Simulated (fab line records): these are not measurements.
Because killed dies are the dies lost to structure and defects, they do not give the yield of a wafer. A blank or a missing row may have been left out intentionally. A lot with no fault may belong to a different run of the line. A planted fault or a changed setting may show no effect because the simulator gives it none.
fab line records	flow nandHarc
record: lots: 12	wafers: 36	lastDay: 31
route steps=1302 shown P_STI@85 P_GATE@119 END@1302
lots untouched by any fault: they come from a run of this same line in which no faults occurred
startH: hours from the record's opening day to when the first of the lot's shown wafers began	waitH: hours elapsed since this lot's preceding step	" the same as in the row above	L1.1+2: several wafers, shown together as one row	- no value, or no start was given	* or withheld: withheld	< > ~ a bound
route shown NAME@n: names a module that has steps shown in the file, with the first one's number in the route	usual: mean/standard deviation taken from wafers without a fault	same: alike in all rows	chamber/n: place in a boat	sites: per-site readings	_std_site: standard deviation across them	_edge_site: mean of outer sites minus mean of inner sites	radiusMm: for every site, how far away it sits from the centre of the wafer	mask NAME#n: copy n	behind: the tool/chamber that last shaped the wafer	hold: cause of the lot's hold/its duration in hours/its outcome	device: the transistor (n, p or np) that didn't switch	end of line: the same wafers' tests at the end of the route	a step given without rows: its recipe and nothing more	killed: the dies lost at the first sort to structure and to defects; this is not the yield of the wafer	map: a wafer's dies, marking killed ones x, the rest . and places with no die _
set.NAME: the setting that was run; set.NAME@STEP: the one run at that earlier step	model.NAME: the simulator's own value behind a step, which no gauge read
route steps across a sampled set of lots; one table per step, one row per wafer
services: the hour from which a tool's chamber was out of use, counted from the record's first day as startH (under 0 if before that day), plus the number of hours and why
== steps ==
step: NHARC_P_STI_INSPECT_11
usual: rawDefectCount: 6/3.1
lot.wafer	tool	chamber	startH	waitH	rawDefectCount
L594.3	defectInspect-01	-	44.79	0.0	5
L594.4	"	-	"	"	8
L594.6	"	-	"	"	6
L595.1	defectInspect-02	-	53.23	0.0	4
L595.2	"	-	"	"	4
L595.4	"	-	"	"	5
L596.2	defectInspect-02	-	65.28	0.0	1
L596.4	"	-	"	"	8
L596.5	"	-	"	"	9
L597.1	defectInspect-01	-	74.76	0.0	6
L597.5	"	-	"	"	5
L597.6	"	-	"	"	0
L600.3	defectInspect-02	-	104.53	0.0	5
L600.5	"	-	"	"	2
L600.6	"	-	"	"	10
L601.4	defectInspect-02	-	112.86	0.0	4
L601.5	"	-	"	"	9
L601.6	"	-	"	"	6
L604.1	defectInspect-01	-	148.57	0.0	2
L604.2	"	-	"	"	8
L604.4	"	-	"	"	7
L605.3	defectInspect-01	-	155.13	0.0	9
L605.4	"	-	"	"	6
L605.6	"	-	"	"	2
L606.1	defectInspect-01	-	162.75	0.0	0
L606.2	"	-	"	"	1
L606.6	"	-	"	"	7
L607.2	defectInspect-01	-	172.76	0.0	5
L607.3	"	-	"	"	10
L607.6	"	-	"	"	3
L609.3	defectInspect-01	-	193.72	0.0	2
L609.4	"	-	"	"	7
L609.5	"	-	"	"	3
L610.1	defectInspect-01	-	203.72	0.0	4
L610.5	"	-	"	"	4
L610.6	"	-	"	"	4
step: NHARC_P_GATE_EXPOSE_08
recipe: na: 0.6	doseMj: 16.75	maskId: P_HV
usual: reticleTempC: 22.99/0.12	stageVelMmS: 499.96/0.26
same: na: 0.6
lot.wafer	tool	chamber	startH	waitH	mask	reticleTempC	stageVelMmS
L594.3	krfScanner-03	0	82.95	-	P_HV#0	23.07	499.85
L594.4	"	0	"	"	P_HV#0	23.23	500.22
L594.6	"	0	"	"	P_HV#0	22.99	499.82
L595.1	krfScanner-02	0	88.32	-	P_HV#0	23.15	500.01
L595.2	"	0	"	"	P_HV#0	23.22	499.66
L595.4	"	0	"	"	P_HV#0	23.20	500.02
L596.2	krfScanner-02	0	100.24	-	P_HV#0	23.13	500.12
L596.4	"	0	"	"	P_HV#0	23.18	499.97
L596.5	"	0	"	"	P_HV#0	23.12	499.93
L597.1	krfScanner-03	0	114.44	-	P_HV#0	23.02	499.52
L597.5	"	0	"	"	P_HV#0	23.24	499.39
L597.6	"	0	"	"	P_HV#0	22.89	499.01
L600.3	krfScanner-03	0	141.63	-	P_HV#0	23.09	500.05
L600.5	"	0	"	"	P_HV#0	23.08	500.32
L600.6	"	0	"	"	P_HV#0	23.09	500.25
L601.4	krfScanner-01	0	151.34	-	P_HV#0	22.81	499.60
L601.5	"	0	"	"	P_HV#0	22.97	499.94
L601.6	"	0	"	"	P_HV#0	22.91	499.78
L605.3	krfScanner-03	0	187.86	-	P_HV#0	22.99	499.79
L605.4	"	0	"	"	P_HV#0	22.91	499.58
L605.6	"	0	"	"	P_HV#0	23.03	499.89
L604.1	krfScanner-01	0	188.01	-	P_HV#0	23.04	499.60
L604.2	"	0	"	"	P_HV#0	23.01	499.85
L604.4	"	0	"	"	P_HV#0	23.21	500.23
L606.1	krfScanner-02	0	198.39	-	P_HV#0	22.82	500.17
L606.2	"	0	"	"	P_HV#0	22.95	499.80
L606.6	"	0	"	"	P_HV#0	23.13	500.05
L607.2	krfScanner-03	0	212.89	-	P_HV#0	23.08	500.04
L607.3	"	0	"	"	P_HV#0	22.92	500.23
L607.6	"	0	"	"	P_HV#0	22.85	499.63
L609.3	krfScanner-01	0	230.15	-	P_NSD#0	22.94	499.73
L609.4	"	0	"	"	P_NSD#0	22.95	499.76
L609.5	"	0	"	"	P_NSD#0	22.89	500.11
L610.1	krfScanner-02	0	251.36	-	P_HV#0	23.32	499.73
L610.5	"	0	"	"	P_HV#0	22.88	500.18
L610.6	"	0	"	"	P_HV#0	23.13	500.24
step: NHARC_P_GATE_CD_MEAS_11
recipe: targetCdNm: 1640	landingEnergyEv: 500
usual: cdNm: 1639.4/1.3
lot.wafer	tool	chamber	startH	waitH	cdNm
L594.3	cdSem-02	0	83.10	-	1638.9
L594.4	"	0	"	"	1639.0
L594.6	"	0	"	"	1641.0
L595.1	cdSem-01	0	88.47	-	1641.1
L595.2	"	0	"	"	1642.2
L595.4	"	0	"	"	1640.2
L596.2	cdSem-01	0	100.40	-	1639.1
L596.4	"	0	"	"	1639.6
L596.5	"	0	"	"	1639.1
L597.1	cdSem-02	0	114.60	-	1638.9
L597.5	"	0	"	"	1639.2
L597.6	"	0	"	"	1639.3
L600.3	cdSem-03	0	141.78	-	1637.8
L600.5	"	0	"	"	1640.1
L600.6	"	0	"	"	1639.2
L601.4	cdSem-02	0	151.49	-	1639.6
L601.5	"	0	"	"	1636.7
L601.6	"	0	"	"	1637.5
L605.3	cdSem-03	0	188.02	-	1639.7
L605.4	"	0	"	"	1639.9
L605.6	"	0	"	"	1638.7
L604.1	cdSem-01	0	188.17	-	1639.3
L604.2	"	0	"	"	1639.2
L604.4	"	0	"	"	1638.8
L606.1	cdSem-01	0	198.55	-	1637.2
L606.2	"	0	"	"	1639.2
L606.6	"	0	"	"	1638.7
L607.2	cdSem-01	0	213.05	-	1641.5
L607.3	"	0	"	"	1642.4
L607.6	"	0	"	"	1640.8
L609.3	cdSem-03	0	230.30	-	-
L609.4	"	0	"	"	-
L609.5	"	0	"	"	-
L610.1	cdSem-03	0	251.52	-	1637.6
L610.5	"	0	"	"	1638.5
L610.6	"	0	"	"	1638.0
step: NHARC_P_GATE_DEP_103
recipe: targetThkA: 300	targetThkNm: 30	tempC: 400	flowSccm: 200	rfW: 350	material: SiON
usual: heaterPowerW: 718/69	susceptorTempC: 400.00/0.23
lot.wafer	tool	chamber	startH	waitH	heaterPowerW	susceptorTempC
L594.3	pecvd-01	0	96.56	0.4	730	400.33
L594.4	"	0	"	"	761	400.06
L594.6	"	1	"	"	785	400.26
L595.1	pecvd-01	0	102.51	0.6	700	399.87
L595.2	"	2	"	"	720	399.93
L595.4	"	1	"	"	800	399.75
L596.2	pecvd-01	1	114.67	0.5	771	399.56
L596.4	"	1	"	"	782	399.82
L596.5	"	2	"	"	747	400.13
L597.1	pecvd-03	0	132.29	0.6	807	400.22
L597.5	"	2	"	"	713	400.32
L597.6	"	0	"	"	802	399.89
L600.3	pecvd-03	0	155.81	0.4	743	400.24
L600.5	"	1	"	"	616	399.84
L600.6	"	0	"	"	725	400.00
L601.6	pecvd-03	0	168.05	0.1	819	400.04
L601.5	"	1	"	"	699	399.97
L601.4	"	2	"	"	652	399.91
L604.2	pecvd-04	2	202.30	0.5	591	399.79
L604.1	"	0	"	"	585	400.56
L604.4	"	0	"	"	592	400.09
L605.3	pecvd-01	2	203.00	0.4	753	399.86
L605.4	"	1	"	"	706	400.12
L605.6	"	2	"	"	727	400.03
L606.2	pecvd-03	0	211.64	0.4	727	400.02
L606.1	"	1	"	"	694	399.55
L606.6	"	2	"	"	678	399.95
L607.3	pecvd-01	0	230.73	0.3	722	399.74
L607.2	"	2	"	"	727	399.71
L607.6	"	0	"	"	719	400.24
L609.3	pecvd-03	0	245.71	0.3	673	400.03
L609.5	"	0	"	"	684	399.99
L609.4	"	2	"	"	656	399.86
L610.1	pecvd-01	2	267.85	0.6	729	399.72
L610.5	"	2	"	"	725	399.94
L610.6	"	1	"	"	679	399.94
step: NHARC_P_GATE_ETCH_104
recipe: targetDepthA: 600	timeS: withheld	cf4FlowSccm: 100	chf3FlowSccm: 30	arFlowSccm: 0	rfW: 500	biasW: 200	chemistry: CF4/CHF3
usual: drypumpMotorCurrentA: 5.8/0.37	oesProductAu: 0.950/0.021	rfVppV: 370.7/2	showerheadPlenumPTorr: 1.58/0.052	throttleValvePct: 16.802/0.0094
lot.wafer	tool	chamber	startH	waitH	drypumpMotorCurrentA	oesProductAu	rfVppV	showerheadPlenumPTorr	throttleValvePct
L594.3	rieDiel-10	3	97.51	0.1	5.7	0.974	372.4	1.61	16.793
L594.6	"	0	"	"	6.2	0.944	370.4	1.56	16.815
L594.4	"	1	"	"	5.8	0.964	366.2	1.48	16.821
L595.2	rieDiel-01	2	103.34	0.1	5.6	0.957	370.9	1.56	16.798
L595.1	"	3	"	"	5.9	0.963	370.4	1.55	16.801
L595.4	"	0	"	"	6.1	0.982	371.3	1.59	16.800
L596.2	rieDiel-01	1	115.61	0.1	6.3	0.940	367.1	1.52	16.804
L596.5	"	1	"	"	6.3	0.950	367.9	1.52	16.784
L596.4	"	3	"	"	5.9	0.953	369.1	1.55	16.794
L597.1	rieDiel-04	0	133.06	0.1	5.4	0.931	373.7	1.65	16.811
L597.5	"	2	"	"	5.0	0.921	373.8	1.65	16.811
L597.6	"	3	"	"	6.1	0.928	373.7	1.69	16.802
L600.3	rieDiel-01	1	156.71	0.1	6.2	0.973	367.4	1.52	16.806
L600.5	"	3	"	"	5.9	0.961	370.1	1.55	16.798
L600.6	"	0	"	"	6.1	0.970	371.8	1.59	16.795
L601.4	rieDiel-01	3	168.92	0.1	5.9	0.932	369.7	1.55	16.803
L601.5	"	2	"	"	5.5	0.925	369.7	1.56	16.804
L601.6	"	3	"	"	5.9	0.929	369.4	1.55	16.801
L604.4	rieDiel-10	3	203.26	0.1	5.6	0.934	370.3	1.61	16.801
L604.1	"	0	"	"	6.2	0.921	370.6	1.56	16.791
L604.2	"	1	"	"	5.7	0.921	366.0	1.48	16.799
L605.4	rieDiel-10	2	203.89	0.1	5.3	0.968	370.9	1.58	16.801
L605.3	"	0	"	"	6.2	0.966	370.1	1.56	16.801
L605.6	"	3	"	"	5.6	0.977	372.1	1.61	16.790
L606.2	rieDiel-04	2	212.60	0.1	5.0	0.927	373.2	1.65	16.802
L606.1	"	3	"	"	6.1	0.920	373.6	1.69	16.807
L606.6	"	2	"	"	5.0	0.931	372.9	1.65	16.783
L607.2	rieDiel-01	3	231.69	0.1	5.9	0.986	370.8	1.55	16.804
L607.3	"	1	"	"	6.2	0.953	368.3	1.52	16.791
L607.6	"	0	"	"	6.0	0.978	370.4	1.59	16.823
L609.3	rieDiel-04	2	246.66	0.1	5.0	0.986	372.6	1.65	16.795
L609.4	"	3	"	"	6.1	0.961	373.6	1.69	16.810
L609.5	"	2	"	"	5.0	0.982	372.4	1.65	16.800
L610.1	rieDiel-01	1	268.80	0.1	6.3	0.951	369.1	1.52	16.800
L610.5	"	0	"	"	6.0	0.971	371.2	1.59	16.814
L610.6	"	1	"	"	6.3	0.942	369.2	1.52	16.789
step: NHARC_END_SORT_01
recipe: tempC: 25
usual: killedAtArray: 49/18	killedAtOther: 0.7/1.1	killedAtPeriphery: 4.0/2.6	killedDies: 54/19	killedOpen: 3.4/1.7	killedShort: 2.5/1.7
same: grossDies: 677
lot.wafer	tool	chamber	startH	waitH	killedAtArray	killedAtOther	killedAtPeriphery	killedDies	killedOpen	killedShort
L595.1	prober-02	0	559.38	2.5	30	1	6	37	2	5
L595.2	prober-02	0	560.18	2.8	49	0	4	53	4	4
L595.4	prober-02	0	561.79	3.4	46	1	9	56	4	2
L597.1	prober-01	0	590.29	2.5	46	2	0	48	3	2
L597.5	prober-01	0	593.54	3.8	46	0	3	49	8	1
L597.6	prober-01	0	594.35	4.1	39	1	3	43	3	6
L604.2	prober-02	0	659.48	2.8	36	3	2	41	3	2
L605.3	prober-01	0	660.26	3.1	64	0	6	70	2	0
L609.3	prober-02	0	694.04	3.1	50	1	626	677	5	1
L609.4	prober-02	0	694.83	3.4	50	0	627	677	3	2
L609.5	prober-02	0	695.63	3.7	57	0	620	677	4	1
killed by level:class
L595.1 A_CHANNEL_HOLE_D2:chamberFilmFlake=16 A_CHANNEL_HOLE_D1:chamberFilmFlake=4 P_BONDPAD:chamberFilmFlake=3 A_CONTACT:chamberFilmFlake=3 P_GATE:geometricParticle:open=2 A_WL_FILL:geometricParticle:short=2 A_STAIRCASE:chamberFilmFlake=2 A_ONON_D2:geometricParticle:short=1
L595.2 A_CHANNEL_HOLE_D2:chamberFilmFlake=28 P_BONDPAD:chamberFilmFlake=4 A_STAIRCASE:chamberFilmFlake=4 A_CONTACT:chamberFilmFlake=4 A_WL_FILL:chamberFilmFlake=3 A_WL_FILL:geometricParticle:short=2 A_CHANNEL_HOLE_D1:chamberFilmFlake=2 A_CHANNEL_FILL_D1:geometricParticle:open=1
L595.4 A_CHANNEL_HOLE_D2:chamberFilmFlake=36 P_BONDPAD:chamberFilmFlake=9 A_WL_FILL:chamberFilmFlake=2 A_CHANNEL_FILL_D1:geometricParticle:short=1 A_ONON_D2:geometricParticle:open=1 A_CHANNEL_FILL_D2:geometricParticle:short=1 A_SLIT:geometricParticle:open=1 A_WL_FILL:geometricParticle:open=1
L597.1 A_SLIT:chamberFilmFlake=23 A_CHANNEL_HOLE_D2:chamberFilmFlake=6 A_STAIRCASE:chamberFilmFlake=6 A_CONTACT:chamberFilmFlake=5 THIN_TSV:chamberFilmFlake=2 A_SOURCE_PLATE:geometricParticle:short=1 A_CHANNEL_FILL_D1:geometricParticle:open=1 A_SGD_CUT:geometricParticle:short=1
L597.5 A_SLIT:chamberFilmFlake=28 A_STAIRCASE:chamberFilmFlake=5 A_WL_FILL:geometricParticle:open=2 A_BLC:geometricParticle:open=2 A_DECK1_JOINT:chamberFilmFlake=2 P_GATE:geometricParticle:open=1 P_CONTACT:geometricParticle:open=1 P_M1:geometricParticle:open=1
L597.6 A_SLIT:chamberFilmFlake=18 A_CHANNEL_HOLE_D2:chamberFilmFlake=6 A_DECK1_JOINT:geometricParticle:short=2 A_CHANNEL_HOLE_D1:chamberFilmFlake=2 A_CHANNEL_FILL_D2:chamberFilmFlake=2 A_CONTACT:chamberFilmFlake=2 P_GATE:geometricParticle:short=1 P_GATE:geometricParticle:open=1
L604.2 A_CHANNEL_HOLE_D1:chamberFilmFlake=13 A_CONTACT:chamberFilmFlake=6 A_ZERO_WELL:chamberFilmFlake=5 A_CHANNEL_HOLE_D2:unspecified=4 A_STAIRCASE:chamberFilmFlake=3 STARTING-WAFER:geometricParticle:open=2 A_M0:chamberFilmFlake=2 A_CHANNEL_FILL_D2:geometricParticle:short=1
L605.3 A_SLIT:chamberFilmFlake=27 A_CHANNEL_HOLE_D1:chamberFilmFlake=16 A_CHANNEL_HOLE_D2:chamberFilmFlake=9 P_GATE:chamberFilmFlake=5 A_CONTACT:chamberFilmFlake=5 A_M0:chamberFilmFlake=3 P_CONTACT:geometricParticle:open=1 A_M0:geometricParticle:open=1
L609.3 P_GATE:areaExpose=626 A_SLIT:chamberFilmFlake=22 A_CONTACT:chamberFilmFlake=11 A_STAIRCASE:chamberFilmFlake=5 A_CHANNEL_HOLE_D1:chamberFilmFlake=4 A_ONON_D1:geometricParticle:open=2 A_CHANNEL_FILL_D2:geometricParticle:short=1 A_STAIRCASE:geometricParticle:open=1
L609.4 P_GATE:areaExpose=622 A_SLIT:chamberFilmFlake=27 A_CONTACT:chamberFilmFlake=8 A_CHANNEL_HOLE_D1:chamberFilmFlake=6 A_ZERO_WELL:chamberFilmFlake=2 A_DECK1_JOINT:chamberFilmFlake=2 P_M0:geometricParticle:open=1 A_ONON_D1:geometricParticle:short=1
L609.5 P_GATE:areaExpose=613 A_SLIT:chamberFilmFlake=30 A_CONTACT:chamberFilmFlake=10 A_STAIRCASE:chamberFilmFlake=5 A_ZERO_WELL:chamberFilmFlake=4 P_GATE:chamberFilmFlake=3 A_DECK1_JOINT:chamberFilmFlake=3 P_M2:chamberFilmFlake=2
== services ==
tool	chamber	startH	hours	kind
rieDiel-10	-	65.50	9.0	pm
krfScanner-02	-	75.36	1.2	repair
krfScanner-01	-	82.05	0.4	repair
pecvd-03	-	82.65	6.1	repair
rieDiel-04	3	84.31	2.4	repair
rieDiel-10	2	89.69	7.9	repair
krfScanner-02	-	94.00	4.0	pm
rieDiel-01	2	107.22	8.6	repair
pecvd-01	-	130.00	13.0	pm
krfScanner-02	-	132.74	9.5	repair
krfScanner-01	-	140.00	4.0	pm
rieDiel-10	0	151.10	4.5	repair
krfScanner-03	-	153.32	1.1	repair
rieDiel-10	3	153.82	14.9	repair
rieDiel-10	1	168.31	2.1	repair
rieDiel-04	-	177.95	9.0	pm
pecvd-03	-	185.09	13.0	pm
krfScanner-03	-	190.00	3.3	repair
rieDiel-01	-	203.89	9.0	pm
krfScanner-02	-	215.17	1.8	repair
krfScanner-03	-	224.02	4.0	pm
krfScanner-02	-	228.86	0.9	repair
krfScanner-01	-	236.57	0.4	repair
krfScanner-02	-	266.00	4.0	pm
== key ==
firstSign: step: NHARC_P_GATE_EXPOSE_08	reading: mask	direction: changed
effect: step: NHARC_P_GATE_CD_MEAS_11	reading: cdNm	direction: missing
effect: step: NHARC_END_SORT_01	reading: killedAtPeriphery	direction: up	sigmas: 99+	usual: 4.0	struck: 624.3
moreKillsBornAt: NHARC_P_GATE_EXPOSE_08@krfScanner-01: 1861
metAt NHARC_P_GATE_EXPOSE_08
struckLots L609
laterRowsLeftOut L609.3,L609.4,L609.5
testerLeftOut L609
notActingAt NHARC_P_STI_INSPECT_11,NHARC_P_GATE_DEP_103,NHARC_P_GATE_ETCH_104
onsetBetween 188.01 230.15
fault: kind: wrongMask	tool: any	chamber: -	onsetH: 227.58	steps: NHARC_P_GATE_EXPOSE_08	auxCopy: P_NSD#0	scope: struckLotsOnly
testerLeftOut: of these lots the tester's yield and bins aren't shown, on N5 and GAA mostly nor the transistor test; their killed dies are dies lost to structure and defects alone, not to doping, threshold or leakage, so they don't give the yield
laterRowsLeftOut: the simulator's readings of these wafers behind a module that went badly wrong aren't trusted and aren't shown, but for the sort
